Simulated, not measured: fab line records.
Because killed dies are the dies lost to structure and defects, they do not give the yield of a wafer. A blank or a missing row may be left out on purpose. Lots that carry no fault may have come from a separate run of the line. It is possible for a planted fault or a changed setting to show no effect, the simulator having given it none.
fab line records + flow n5Finfet
record:
- lots: 14
- wafers: 42
- lastDay: 19
route steps=1938 shown BEOL_M3@946
lots untouched by any fault: they come from a run of this same line in which no faults occurred
startH: the number of hours between the record's first day and the start of the first shown wafer of the lot + waitH: time in hours since the lot's previous step + " as in the row above + L1.1+2: a single row standing in for several wafers + - either no value or no given start + * or withheld: withheld + < > ~ a bound
route shown NAME@n: names a module that has steps shown in the file, with the first one's number in the route + usual: mean/standard deviation taken from wafers without a fault + same: alike in all rows + chamber/n: place in a boat + sites: each site's reading + _std_site: their standard deviation + _edge_site: the outer-site mean with the inner-site mean subtracted + radiusMm: how far each site lies from the wafer's centre + mask NAME#n: copy n + behind: the tool/chamber that last shaped the wafer + hold: reason for holding the lot/hours on hold/outcome of the hold + device: the transistor (n, p or np) that didn't switch + end of line: at the end of the route, the tests of the same wafers + a step given without rows: its recipe and nothing more + killed: the dies lost at the first sort to structure and to defects; this is not the yield of the wafer + map: per-die view of a wafer (x killed, . not killed, _ where there is no die)
set.NAME: the setting as run; set.NAME@STEP: as run at that earlier step + model.NAME: the simulator's own value behind a step, which no gauge read
a sample of lots followed through the steps of the route, with each step as a table and each wafer as a row
services: the hour from which a tool's chamber was out of use, counted from the record's first day as startH (under 0 if before that day), plus the number of hours and why
== steps ==
step: N5_BEOL_M3_INSPECT_13
recipe:
- mode: adi
- inspectInstrument: brightfield
usual:
- rawDefectCount: 398/98
| lot.wafer | tool             | chamber | startH | waitH | rawDefectCount |
|-----------|------------------|---------|--------|-------|----------------|
| L259.1    | defectInspect-02 | -       | 161.26 | 0.1   | 429            |
| L259.2    | "                | -       | "      | "     | 445            |
| L259.6    | "                | -       | "      | "     | 351            |
| L260.2    | defectInspect-01 | -       | 165.36 | 0.0   | 388            |
| L260.3    | "                | -       | "      | "     | 404            |
| L260.5    | "                | -       | "      | "     | 299            |
| L261.3    | defectInspect-01 | -       | 165.52 | 0.0   | 409            |
| L261.4    | "                | -       | "      | "     | 373            |
| L261.5    | "                | -       | "      | "     | 424            |
| L263.3    | defectInspect-02 | -       | 170.12 | 0.0   | 384            |
| L263.4    | "                | -       | "      | "     | 353            |
| L263.6    | "                | -       | "      | "     | 360            |
| L264.1    | defectInspect-01 | -       | 174.16 | 0.1   | 465            |
| L264.3    | "                | -       | "      | "     | 370            |
| L264.4    | "                | -       | "      | "     | 582            |
| L265.3    | defectInspect-02 | -       | 195.02 | 0.0   | 533            |
| L265.4    | "                | -       | "      | "     | 484            |
| L265.5    | "                | -       | "      | "     | 424            |
| L270.1    | defectInspect-01 | -       | 225.11 | 0.1   | 442            |
| L270.2    | "                | -       | "      | "     | 356            |
| L270.6    | "                | -       | "      | "     | 387            |
| L271.2    | defectInspect-02 | -       | 230.96 | 0.0   | 423            |
| L271.3    | "                | -       | "      | "     | 419            |
| L271.4    | "                | -       | "      | "     | 345            |
| L276.2    | defectInspect-01 | -       | 242.87 | 0.0   | 465            |
| L276.4    | "                | -       | "      | "     | 703            |
| L276.5    | "                | -       | "      | "     | 514            |
| L277.1    | defectInspect-01 | -       | 263.26 | 0.2   | 336            |
| L277.2    | "                | -       | "      | "     | 337            |
| L277.3    | "                | -       | "      | "     | 306            |
| L279.2    | defectInspect-02 | -       | 297.69 | 0.0   | 281            |
| L279.3    | "                | -       | "      | "     | 293            |
| L279.4    | "                | -       | "      | "     | 281            |
| L280.3    | defectInspect-01 | -       | 297.99 | 0.0   | 410            |
| L280.4    | "                | -       | "      | "     | 461            |
| L280.5    | "                | -       | "      | "     | 498            |
| L282.2    | defectInspect-01 | -       | 299.61 | 0.0   | 302            |
| L282.4    | "                | -       | "      | "     | 334            |
| L282.6    | "                | -       | "      | "     | 332            |
| L281.2    | defectInspect-02 | -       | 310.81 | 0.0   | 294            |
| L281.3    | "                | -       | "      | "     | 275            |
| L281.5    | "                | -       | "      | "     | 383            |
step: N5_BEOL_M3_HM_OPEN_17
recipe:
- chemistry: Cl2/BCl3
- targetDepthA: 200
- overetchA: 60
- target: TiN
- maskMaterial: SOC
- ionEnergyEv: 150
- pressureMtorr: 10
- icpW: 1000
- biasW: 126
- Cl2_flow_sccm: 53.25
- bcl3FlowSccm: 21.75
- Ar_flow_sccm: 25
usual:
- drypumpMotorCurrentA: 5.9/0.6
- heBacksideLeakSccm: 3.52/0.25
- oesProductAu: 0.69/0.09
- throttleValvePct: 22.2/0.41
| lot.wafer | tool        | chamber | startH | waitH | drypumpMotorCurrentA | heBacksideLeakSccm | oesProductAu | rfHoursCounterH | throttleValvePct |
|-----------|-------------|---------|--------|-------|----------------------|--------------------|--------------|-----------------|------------------|
| L259.1    | rieMetal-01 | 1       | 161.54 | 0.0   | 5.4                  | 3.52               | 0.74         | 15              | 22.2             |
| L259.2    | "           | 0       | "      | "     | 5.9                  | 3.75               | 0.59         | 83              | 22.7             |
| L259.6    | "           | 1       | "      | "     | 5.4                  | 3.47               | 0.73         | -               | 22.2             |
| L260.2    | rieMetal-01 | 0       | 165.64 | 0.0   | 5.9                  | 3.90               | 0.60         | 84              | 22.7             |
| L260.3    | "           | 1       | "      | "     | 5.4                  | 3.30               | 0.76         | -               | 22.2             |
| L260.5    | "           | 1       | "      | "     | 5.4                  | 3.59               | 0.75         | -               | 22.2             |
| L261.3    | rieMetal-01 | 1       | 165.89 | 0.1   | 5.4                  | 3.26               | 0.74         | -               | 22.2             |
| L261.4    | "           | 0       | "      | "     | 5.9                  | 3.59               | 0.59         | -               | 22.7             |
| L261.5    | "           | 0       | "      | "     | 5.9                  | 3.64               | 0.59         | -               | 22.7             |
| L263.3    | rieMetal-02 | 1       | 170.46 | 0.1   | 6.7                  | 3.70               | 0.59         | -               | 22.5             |
| L263.4    | "           | 1       | "      | "     | 6.7                  | 3.65               | 0.59         | -               | 22.5             |
| L263.6    | "           | 1       | "      | "     | 6.7                  | 3.55               | 0.60         | -               | 22.4             |
| L264.1    | rieMetal-03 | 0       | 174.45 | 0.0   | 6.7                  | 3.02               | 0.77         | 6               | 21.5             |
| L264.3    | "           | 0       | "      | "     | 6.8                  | 3.14               | 0.76         | -               | 21.5             |
| L264.4    | "           | 0       | "      | "     | 6.8                  | 3.29               | 0.77         | -               | 21.5             |
| L265.3    | rieMetal-03 | 0       | 195.37 | 0.1   | 6.7                  | 3.07               | 0.76         | -               | 21.5             |
| L265.4    | "           | 0       | "      | "     | 6.8                  | 3.24               | 0.77         | -               | 21.5             |
| L265.5    | "           | 0       | "      | "     | 6.8                  | 2.96               | 0.77         | -               | 21.5             |
| L270.1    | rieMetal-03 | 0       | 225.39 | 0.0   | 6.7                  | 3.19               | 0.76         | 10              | 21.5             |
| L270.2    | "           | 1       | "      | "     | 5.3                  | 3.53               | 0.83         | 3               | 22.3             |
| L270.6    | "           | 0       | "      | "     | 6.7                  | 3.11               | 0.76         | -               | 21.5             |
| L271.2    | rieMetal-01 | 1       | 231.24 | 0.0   | 5.4                  | 3.57               | 0.73         | 20              | 22.2             |
| L271.3    | "           | 1       | "      | "     | 5.4                  | 3.59               | 0.73         | -               | 22.3             |
| L271.4    | "           | 0       | "      | "     | 5.8                  | 3.66               | 0.59         | -               | 22.7             |
| L276.2    | rieMetal-01 | 0       | 243.15 | 0.0   | 5.9                  | 3.57               | 0.59         | 90              | 22.7             |
| L276.4    | "           | 0       | "      | "     | 5.9                  | 3.49               | 0.59         | -               | 22.7             |
| L276.5    | "           | 0       | "      | "     | 5.9                  | 3.53               | 0.60         | -               | 22.7             |
| L277.1    | rieMetal-02 | 0       | 263.54 | 0.0   | 5.3                  | 3.61               | 0.76         | 12              | 21.8             |
| L277.2    | "           | 1       | "      | "     | 6.7                  | 3.50               | 0.57         | 100             | 22.5             |
| L277.3    | "           | 1       | "      | "     | 6.7                  | 3.60               | 0.57         | -               | 22.5             |
| L279.2    | rieMetal-03 | 1       | 297.97 | 0.0   | 5.3                  | 3.60               | 0.78         | 9               | 22.3             |
| L279.3    | "           | 0       | "      | "     | 6.7                  | 3.07               | 0.73         | -               | 21.6             |
| L279.4    | "           | 1       | "      | "     | 5.3                  | 3.65               | 0.78         | -               | 22.3             |
| L280.3    | rieMetal-03 | 0       | 298.31 | 0.1   | 6.7                  | 2.93               | 0.71         | -               | 21.6             |
| L280.4    | "           | 1       | "      | "     | 5.3                  | 3.61               | 0.79         | -               | 22.3             |
| L280.5    | "           | 1       | "      | "     | 5.3                  | 3.43               | 0.78         | -               | 22.4             |
| L282.2    | rieMetal-01 | 0       | 299.89 | 0.0   | 5.8                  | 3.69               | 0.58         | 94              | 22.7             |
| L282.4    | "           | 1       | "      | "     | 5.4                  | 3.63               | 0.71         | -               | 22.2             |
| L282.6    | "           | 0       | "      | "     | 5.9                  | 3.77               | 0.58         | -               | 22.7             |
| L281.2    | rieMetal-02 | 1       | 311.09 | 0.0   | 6.7                  | 3.73               | 0.57         | 104             | 22.5             |
| L281.3    | "           | 0       | "      | "     | 5.3                  | 3.78               | 0.75         | -               | 21.8             |
| L281.5    | "           | 1       | "      | "     | 6.7                  | 3.55               | 0.57         | -               | 22.5             |
step: N5_BEOL_M3_DEVELOP_27
recipe:
- developTimeS: 30
- developer: TMAH
- resist: CAR-EUV
- rinseLiquid: surfactantRinse
- dry: airSpin
- devTempC: 23
usual:
- chillPlateTempC: 22.98/0.091
- developTimeS: 30/0
| lot.wafer | tool          | chamber | startH | waitH | chillPlateTempC | developTimeS |
|-----------|---------------|---------|--------|-------|-----------------|--------------|
| L259.1    | lithoTrack-01 | 0       | 162.11 | -     | 23.04           | 30           |
| L259.2    | "             | 0       | "      | "     | 23.05           | 30           |
| L259.6    | "             | 0       | "      | "     | 23.02           | 30           |
| L260.2    | lithoTrack-01 | 0       | 166.20 | -     | 23.19           | 30           |
| L260.3    | "             | 0       | "      | "     | 22.97           | 30           |
| L260.5    | "             | 0       | "      | "     | 22.94           | 30           |
| L261.3    | lithoTrack-05 | 0       | 166.44 | -     | 23.00           | 30           |
| L261.4    | "             | 0       | "      | "     | 23.11           | 30           |
| L261.5    | "             | 0       | "      | "     | 23.00           | 30           |
| L263.3    | lithoTrack-04 | 0       | 170.93 | -     | 23.04           | 30           |
| L263.4    | "             | 0       | "      | "     | 23.18           | 30           |
| L263.6    | "             | 0       | "      | "     | 23.15           | 30           |
| L264.1    | lithoTrack-05 | 0       | 175.13 | -     | 22.96           | 30           |
| L264.3    | "             | 0       | "      | "     | 22.96           | 30           |
| L264.4    | "             | 0       | "      | "     | 22.97           | 30           |
| L265.3    | lithoTrack-04 | 0       | 195.96 | -     | 22.92           | 30           |
| L265.4    | "             | 0       | "      | "     | 22.86           | 30           |
| L265.5    | "             | 0       | "      | "     | 22.91           | 30           |
| L270.1    | lithoTrack-05 | -       | 226.05 | -     | -               | -            |
| L270.2    | "             | -       | "      | "     | -               | -            |
| L270.6    | "             | -       | "      | "     | -               | -            |
| L271.2    | lithoTrack-01 | -       | 231.68 | -     | -               | -            |
| L271.3    | "             | -       | "      | "     | -               | -            |
| L271.4    | "             | -       | "      | "     | -               | -            |
| L276.2    | lithoTrack-04 | 0       | 243.59 | -     | 23.04           | 30           |
| L276.4    | "             | 0       | "      | "     | 23.00           | 30           |
| L276.5    | "             | 0       | "      | "     | 22.99           | 30           |
| L277.1    | lithoTrack-05 | 0       | 263.99 | -     | 22.97           | 30           |
| L277.2    | "             | 0       | "      | "     | 23.00           | 30           |
| L277.3    | "             | 0       | "      | "     | 23.04           | 30           |
| L279.2    | lithoTrack-04 | 0       | 298.57 | -     | 22.91           | 30           |
| L279.3    | "             | 0       | "      | "     | 23.07           | 30           |
| L279.4    | "             | 0       | "      | "     | 23.00           | 30           |
| L280.3    | lithoTrack-01 | 0       | 298.87 | -     | 22.97           | 30           |
| L280.4    | "             | 0       | "      | "     | 22.93           | 30           |
| L280.5    | "             | 0       | "      | "     | 23.08           | 30           |
| L282.2    | lithoTrack-04 | 0       | 300.33 | -     | 23.02           | 30           |
| L282.4    | "             | 0       | "      | "     | 22.87           | 30           |
| L282.6    | "             | 0       | "      | "     | 22.72           | 30           |
| L281.2    | lithoTrack-01 | 0       | 311.66 | -     | 22.94           | 30           |
| L281.3    | "             | 0       | "      | "     | 23.01           | 30           |
| L281.5    | "             | 0       | "      | "     | 22.99           | 30           |
step: N5_BEOL_M3_ETCHBACK_99
recipe:
- chemistry: CHF3
- target: SiO2
- targetDepthA: 50
- timeS: 10.4
- sourceW: 215
- biasW: 47
- Ar_flow_sccm: 200
- CHF3_flow_sccm: 12
- ionEnergyEv: 100
- pressureMtorr: 30
usual:
- drypumpMotorCurrentA: 6.1/0.5
- oesProductAu: 0.75/0.075
- rfVppV: 241/4.5
- showerheadPlenumPTorr: 2.13/0.065
- throttleValvePct: 17.12/0.25
| lot.wafer | tool       | chamber | startH | waitH | drypumpMotorCurrentA | oesProductAu | rfHoursCounterH | rfVppV | showerheadPlenumPTorr | throttleValvePct |
|-----------|------------|---------|--------|-------|----------------------|--------------|-----------------|--------|-----------------------|------------------|
| L259.1    | rieDiel-06 | 1       | 164.00 | 1.5   | 5.8                  | 0.75         | 141             | 245    | 2.06                  | 16.74            |
| L259.2    | "          | 3       | "      | "     | 5.5                  | 0.73         | 162             | 249    | 2.24                  | 17.25            |
| L259.6    | "          | 0       | "      | "     | 6.5                  | 0.90         | -               | 243    | 2.21                  | 16.82            |
| L260.2    | rieDiel-02 | 0       | 169.13 | 2.5   | 6.5                  | 0.73         | 148             | 248    | 2.16                  | 17.34            |
| L260.3    | "          | 3       | "      | "     | 6.5                  | 0.79         | 107             | 236    | 2.06                  | 17.10            |
| L260.5    | "          | 0       | "      | "     | 6.5                  | 0.74         | -               | 249    | 2.16                  | 17.34            |
| L261.3    | rieDiel-06 | 2       | 169.17 | 2.4   | 6.7                  | 0.72         | 214             | 244    | 2.05                  | 17.31            |
| L261.4    | "          | 1       | "      | "     | 5.8                  | 0.76         | 142             | 245    | 2.06                  | 16.75            |
| L261.5    | "          | 3       | "      | "     | 5.6                  | 0.73         | -               | 248    | 2.24                  | 17.24            |
| L263.3    | rieDiel-06 | 1       | 172.60 | 1.2   | 5.8                  | 0.76         | 143             | 246    | 2.06                  | 16.76            |
| L263.4    | "          | 3       | "      | "     | 5.5                  | 0.73         | 165             | 248    | 2.24                  | 17.25            |
| L263.6    | "          | 1       | "      | "     | 5.8                  | 0.76         | -               | 244    | 2.06                  | 16.76            |
| L264.1    | rieDiel-05 | 2       | 183.07 | 7.5   | 6.8                  | 0.70         | 228             | 236    | 2.13                  | 17.08            |
| L264.3    | "          | 1       | "      | "     | 5.7                  | 0.70         | 203             | 243    | 2.06                  | 17.40            |
| L264.4    | "          | 3       | "      | "     | 5.2                  | 0.74         | 192             | 238    | 2.16                  | 17.24            |
| L265.3    | rieDiel-06 | 2       | 220.93 | 24.6  | 6.7                  | 0.70         | 228             | 244    | 2.05                  | 17.33            |
| L265.4    | "          | 0       | "      | "     | 6.5                  | 0.90         | -               | 242    | 2.20                  | 16.84            |
| L265.5    | "          | 1       | "      | "     | 5.8                  | 0.75         | -               | 246    | 2.05                  | 16.78            |
| L270.1    | rieDiel-02 | 3       | 226.94 | 0.5   | 6.6                  | 0.78         | 124             | 237    | 2.05                  | 17.15            |
| L270.2    | "          | 0       | "      | "     | 6.5                  | 0.73         | 164             | 248    | 2.15                  | 17.39            |
| L270.6    | "          | 0       | "      | "     | 6.5                  | 0.72         | -               | 247    | 2.15                  | 17.38            |
| L271.2    | rieDiel-06 | 0       | 234.06 | 1.4   | 6.5                  | 0.89         | 48              | 243    | 2.20                  | 16.85            |
| L271.3    | "          | 1       | "      | "     | 5.8                  | 0.75         | 161             | 244    | 2.05                  | 16.79            |
| L271.4    | "          | 3       | "      | "     | 5.6                  | 0.73         | 182             | 250    | 2.23                  | 17.27            |
| L276.2    | rieDiel-02 | 1       | 250.11 | 6.2   | 5.7                  | 0.69         | 194             | 242    | 2.22                  | 17.11            |
| L276.4    | "          | 2       | "      | "     | 5.9                  | 0.69         | -               | 236    | 2.12                  | 17.26            |
| L276.5    | "          | 1       | "      | "     | 5.7                  | 0.69         | -               | 240    | 2.22                  | 17.08            |
| L277.1    | rieDiel-02 | 1       | 278.14 | 13.8  | 5.7                  | 0.68         | 201             | 241    | 2.22                  | 17.12            |
| L277.2    | "          | 2       | "      | "     | 5.9                  | 0.68         | 243             | 237    | 2.12                  | 17.26            |
| L277.3    | "          | 0       | "      | "     | 6.5                  | 0.72         | 176             | 246    | 2.15                  | 17.39            |
| L279.2    | rieDiel-02 | 0       | 309.04 | 9.8   | 6.6                  | 0.71         | 185             | 247    | 2.14                  | 17.43            |
| L279.3    | "          | 1       | "      | "     | 5.7                  | 0.68         | 210             | 242    | 2.21                  | 17.13            |
| L279.4    | "          | 3       | "      | "     | 6.5                  | 0.75         | -               | 237    | 2.04                  | 17.18            |
| L280.3    | rieDiel-02 | 3       | 312.51 | 13.2  | 6.6                  | 0.75         | 149             | 235    | 2.04                  | 17.18            |
| L280.4    | "          | 1       | "      | "     | 5.7                  | 0.68         | -               | 241    | 2.21                  | 17.15            |
| L280.5    | "          | 3       | "      | "     | 6.5                  | 0.75         | -               | 236    | 2.04                  | 17.20            |
| L282.2    | rieDiel-05 | 1       | 313.96 | 13.3  | 5.7                  | 0.66         | 242             | 242    | 2.05                  | 17.49            |
| L282.4    | "          | 0       | "      | "     | 6.0                  | 0.85         | 47              | 245    | 2.18                  | 16.60            |
| L282.6    | "          | 1       | "      | "     | 5.7                  | 0.68         | -               | 242    | 2.05                  | 17.47            |
| L281.2    | rieDiel-05 | 1       | 315.36 | 3.0   | 5.7                  | 0.66         | 243             | 243    | 2.05                  | 17.47            |
| L281.3    | "          | 2       | "      | "     | 6.7                  | 0.91         | 14              | 235    | 2.12                  | 16.67            |
| L281.5    | "          | 3       | "      | "     | 5.2                  | 0.69         | -               | 238    | 2.14                  | 17.29            |
== services ==
| tool          | chamber | startH | hours | kind                         |
|---------------|---------|--------|-------|------------------------------|
| lithoTrack-04 | -       | 153.66 | -     | consumableReplace:filter     |
| rieMetal-02   | 0       | 169.19 | 2.9   | repair                       |
| rieMetal-03   | 1       | 171.07 | -     | clean                        |
| rieMetal-03   | 1       | 171.07 | 25.3  | scheduledDown                |
| rieMetal-03   | 1       | 171.07 | 25.3  | ventCycle                    |
| rieDiel-05    | 1       | 198.10 | 1.3   | repair                       |
| rieMetal-02   | 0       | 213.82 | 4.2   | repair                       |
| rieDiel-06    | 3       | 216.58 | 5.0   | repair                       |
| rieDiel-06    | 1       | 240.99 | 8.6   | repair                       |
| rieDiel-05    | 2       | 250.56 | -     | clean                        |
| rieMetal-03   | -       | 256.46 | 0.9   | repair                       |
| rieMetal-03   | -       | 282.04 | 1.4   | pm                           |
| rieMetal-02   | -       | 297.88 | 2.8   | pm                           |
| rieDiel-02    | 2       | 299.96 | -     | clean                        |
| rieDiel-02    | 2       | 299.96 | -     | consumableReplace:focusRing  |
| rieDiel-02    | 2       | 299.96 | 22.6  | scheduledDown                |
| rieDiel-02    | 2       | 299.96 | 22.6  | ventCycle                    |
| rieDiel-06    | 2       | 304.96 | -     | clean                        |
| rieDiel-06    | 2       | 304.96 | -     | consumableReplace:focusRing  |
| rieDiel-06    | 2       | 304.96 | -     | consumableReplace:showerhead |
| rieDiel-06    | 2       | 304.96 | 12.3  | scheduledDown                |
| rieDiel-06    | 2       | 304.96 | 12.3  | ventCycle                    |
| rieMetal-01   | -       | 305.91 | 15.6  | pm                           |
| lithoTrack-04 | -       | 308.07 | -     | consumableReplace:filter     |
== key ==
firstSign:
- step: N5_BEOL_M3_DEVELOP_27
- reading: toolRecord
- direction: missing
effect none on later readings
metAt N5_BEOL_M3_DEVELOP_27
struckLots L270,L271
laterRowsLeftOut L270.1,L270.2,L270.6,L271.2,L271.3,L271.4
sortLeftOut L270.1,L270.2,L270.6,L271.2,L271.3,L271.4
notActingAt N5_BEOL_M3_INSPECT_13,N5_BEOL_M3_HM_OPEN_17,N5_BEOL_M3_ETCHBACK_99
onsetBetween 175.13 226.05
fault:
- kind: skippedStepWhole
- tool: lithoTrack-01,lithoTrack-05
- chamber: -
- onsetH: 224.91
- steps: N5_BEOL_M3_DEVELOP_27
- scope: struckLotsOnly
sortLeftOut: the simulated sort isn't trusted on such a fault, so these wafers' sort isn't shown, and their yield isn't known
laterRowsLeftOut: the simulator's readings of these wafers behind a module that went badly wrong aren't trusted and aren't shown, but for the sort
